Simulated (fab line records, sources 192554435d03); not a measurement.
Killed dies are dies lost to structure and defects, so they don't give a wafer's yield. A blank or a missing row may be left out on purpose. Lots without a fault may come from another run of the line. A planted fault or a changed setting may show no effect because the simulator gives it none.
Split-lot experiment | flow n5_finfet | 7 lots, 39 wafers read, on a route of 1938 steps

THE SPLIT
At N5_GATE_CUT_ETCH_56 (etches TiN in Cl2/Ar, target depth 21.6 nm), the setting target_depth_a was moved away from the recipe's 216 angstrom on 15 of the 39 wafers read, by -11.5% to +11.9%. The other wafers ran this setting at the recipe's value.

The reading is taken at the split's own step.

THE READING
etch.depth_nm (the simulator's own value, which no gauge read), in nm, at N5_GATE_CUT_ETCH_56 (etches TiN in Cl2/Ar, target depth 21.6 nm). The file gives no usual value for it. The 24 wafers here that ran the recipe average 21.85 nm, standard deviation 0.3 nm.

wafer  | tool, chamber at the split | target_depth_a as run, angstrom | against the recipe | etch.depth_nm, nm | against lot-mates on the recipe
L078.1 | rie_metal-02, 0            | 191.9                           | -11.2%             | 19.33             | -2.28
L078.2 | rie_metal-02, 1            | 216                             | recipe             | 21.65             | -
L078.3 | rie_metal-02, 0            | 216                             | recipe             | 21.71             | -
L078.4 | rie_metal-02, 1            | 216                             | recipe             | 21.47             | -
L078.5 | rie_metal-02, 0            | 191.9                           | -11.2%             | 19.4              | -2.21
L078.6 | rie_metal-02, 1            | 191.9                           | -11.2%             | 19.14             | -2.47
L083.1 | rie_metal-01, 0            | 216                             | recipe             | 21.7              | -
L083.2 | rie_metal-01, 1            | 216                             | recipe             | 22.12             | -
L083.3 | rie_metal-01, 1            | 216                             | recipe             | 22.14             | -
L083.4 | rie_metal-01, 0            | 216                             | recipe             | 21.51             | -
L083.5 | rie_metal-01, 1            | 216                             | recipe             | 22.18             | -
L083.6 | rie_metal-01, 0            | 216                             | recipe             | 21.48             | -
L084.1 | rie_metal-02, 0            | 216                             | recipe             | 21.98             | -
L084.2 | rie_metal-02, 1            | 216                             | recipe             | 21.56             | -
L084.3 | rie_metal-02, 0            | 191.2                           | -11.5%             | 19.19             | -2.59
L084.4 | rie_metal-02, 1            | 191.2                           | -11.5%             | 19.03             | -2.75
L084.5 | rie_metal-02, 0            | 216                             | recipe             | 21.81             | -
L084.6 | rie_metal-02, 1            | 191.2                           | -11.5%             | 19.05             | -2.73
L086.1 | rie_metal-02, 0            | 241.8                           | +11.9%             | 24.4              | +2.71
L086.2 | rie_metal-02, 1            | 241.8                           | +11.9%             | 24.17             | +2.48
L086.3 | rie_metal-02, 1            | 241.8                           | +11.9%             | 24.2              | +2.51
L086.4 | rie_metal-02, 0            | 216                             | recipe             | 21.92             | -
L086.5 | rie_metal-02, 0            | 216                             | recipe             | 21.77             | -
L086.6 | rie_metal-02, 1            | 216                             | recipe             | 21.38             | -
L088.1 | rie_metal-01, 1            | 196.1                           | -9.2%              | 20.13             | -2.09
L088.2 | rie_metal-01, 1            | 196.1                           | -9.2%              | 20.32             | -1.90
L088.3 | rie_metal-01, 1            | 196.1                           | -9.2%              | 20.24             | -1.98
L088.4 | rie_metal-01, 1            | 216                             | recipe             | 22.3              | -
L088.5 | rie_metal-01, 1            | 216                             | recipe             | 22                | -
L088.6 | rie_metal-01, 1            | 216                             | recipe             | 22.35             | -
L090.1 | rie_metal-03, 1            | 197.7                           | -8.5%              | 20.26             | -1.94
L090.2 | rie_metal-03, 0            | 216                             | recipe             | 22.17             | -
L090.3 | rie_metal-03, 1            | 216                             | recipe             | 22.05             | -
L090.4 | rie_metal-03, 0            | 197.7                           | -8.5%              | 20.39             | -1.81
L090.5 | rie_metal-03, 1            | 197.7                           | -8.5%              | 20.11             | -2.09
L090.6 | rie_metal-03, 0            | 216                             | recipe             | 22.37             | -
L096.2 | rie_metal-02, 1            | 216                             | recipe             | 21.55             | -
L096.3 | rie_metal-02, 1            | 216                             | recipe             | 21.68             | -
L096.6 | rie_metal-02, 1            | 216                             | recipe             | 21.49             | -

THE FIT
A straight line over all 39 wafers: etch.depth_nm changes by +0.211 nm for each +1% of target_depth_a; r = +0.98; the points scatter about the line by 0.3 nm.
The same after taking each lot's own level away (the mean of its wafers on the recipe; 39 wafers): +0.219 nm for each +1%; r = +0.99; scatter 0.19 nm.
On that fit, the largest move of target_depth_a shifts the reading by 2.6 nm.
The lots' own levels span 21.573 to 22.217 nm, that is 2.1 times the standard deviation above.
So the lot-to-lot level changes the slope little: the two slopes agree.
Check: with one of the wafers moved furthest among these (+11.9%) left out of the fit, the line predicts +2.59 nm for it against its lot-mates. It came out at +2.71 nm against them.

OTHER SPLITS ON THESE WAFERS
These wafers also went through other splits before the reading. Each is held against what the fit with the lots' levels taken away leaves over:
other split on the same wafers     | wafers away from the commonest value | r with etch.depth_nm (lot level and that fit taken away)
N5_DUMMY_GATE_EXPOSE_12 dose_mj    | 15                                   | +0.01
N5_DUMMY_GATE_ETCH_37 source_w     | 15                                   | -0.12
N5_DUMMY_GATE_ETCH_42 bias_w       | 15                                   | -0.03
N5_SD_ACTIVATION_LSA_01 time_s     | 15                                   | -0.01
N5_HKMG_FIN_ETCH_35 target_depth_a | 15                                   | -0.39

THE FILE'S OWN FIT
etch.depth_nm changes by +0.22 nm for each +1% of target_depth_a, r = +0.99.
